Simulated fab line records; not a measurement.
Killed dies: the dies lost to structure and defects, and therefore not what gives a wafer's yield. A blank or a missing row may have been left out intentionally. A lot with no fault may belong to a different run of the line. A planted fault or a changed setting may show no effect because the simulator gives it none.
Which tool did it? :: flow n5 finfet :: route of 1938 steps, sampled at 1 step: 24 lots, 72 wafers

WHAT EACH GAUGE READ, for each wafer
N5_START_INSPECT_01: inspects for defects (unpatterned scan). Usual: 5.8 for raw defect count, sd 2.5.
lot: L074
measured: day 1 12:02
on: defect inspect-01
raw defect count: 6 4 2
flag: 

lot: L075
measured: day 1 18:02
on: defect inspect-02
raw defect count: 8 2 5
flag: 

lot: L076
measured: day 2 00:02
on: defect inspect-02
raw defect count: 8 6 3
flag: 

lot: L077
measured: day 2 06:02
on: defect inspect-02
raw defect count: 2 9 7
flag: 

lot: L078
measured: day 2 12:02
on: defect inspect-01
raw defect count: 7 5 5
flag: 

lot: L079
measured: day 2 18:02
on: defect inspect-02
raw defect count: 4 6 5
flag: 

lot: L080
measured: day 3 00:02
on: defect inspect-02
raw defect count: 6 2 6
flag: 

lot: L081
measured: day 3 06:02
on: defect inspect-02
raw defect count: 8 8 4
flag: 

lot: L082
measured: day 3 12:02
on: defect inspect-02
raw defect count: 4 10 3
flag: 

lot: L083
measured: day 3 18:02
on: defect inspect-01
raw defect count: 6 10 11
flag: 

lot: L084
measured: day 4 00:02
on: defect inspect-01
raw defect count: 3 3 3
flag: 

lot: L085
measured: day 4 06:02
on: defect inspect-01
raw defect count: 6 5 3
flag: 

lot: L086
measured: day 4 12:02
on: defect inspect-01
raw defect count: 5 2 8
flag: 

lot: L087
measured: day 4 18:02
on: defect inspect-02
raw defect count: 7 8 8
flag: 

lot: L088
measured: day 5 00:02
on: defect inspect-01
raw defect count: 4 11 4
flag: 

lot: L089
measured: day 5 06:02
on: defect inspect-01
raw defect count: 6 10 5
flag: 

lot: L090
measured: day 5 12:02
on: defect inspect-01
raw defect count: 4 5 6
flag: 

lot: L091
measured: day 5 18:02
on: defect inspect-01
raw defect count: 3 7 9
flag: 

lot: L092
measured: day 6 00:02
on: defect inspect-02
raw defect count: 4 8 6
flag: 

lot: L093
measured: day 6 06:02
on: defect inspect-01
raw defect count: 3 5 2
flag: 

lot: L094
measured: day 6 12:02
on: defect inspect-01
raw defect count: 5 3 6
flag: 

lot: L095
measured: day 6 18:02
on: defect inspect-02
raw defect count: 7 5 7
flag: 

lot: L096
measured: day 7 00:02
on: defect inspect-01
raw defect count: 5 6 7
flag: 

lot: L097
measured: day 7 06:02
on: defect inspect-01
raw defect count: 9 7 8
flag: 

WHICH TOOL RAN EACH LOT (tool, then ch and the chambers of the sampled wafers, then the start)
The record holds no process step before these readings.

AS READ BY THE TOOLS THEMSELVES (means over the sampled wafers that have a number; for cases with no such wafer, the mark the record gives instead)
The record holds no such reading with a usual standard deviation.

THE ANSWER, worked out from the rows above alone
Rule: take the mean of a lot's wafers that have a number; if it is more than 3 standard deviations from the usual mean, the lot is off. Also off: a lot with no number at a reading for which 4 or more lots have one. Where the step has rows for the other lots, those lots are counted as sound. Order of review: gauges by route order, followed by the tools' own readings, for which a lot's mean as printed above is used. At the first step where some lot is off, the reading lying furthest off is the one used; lots without a number count as furthest.
Nothing can be told from this: no lot is off at any reading shown.

WHAT THE SIMULATOR HAD PUT IN
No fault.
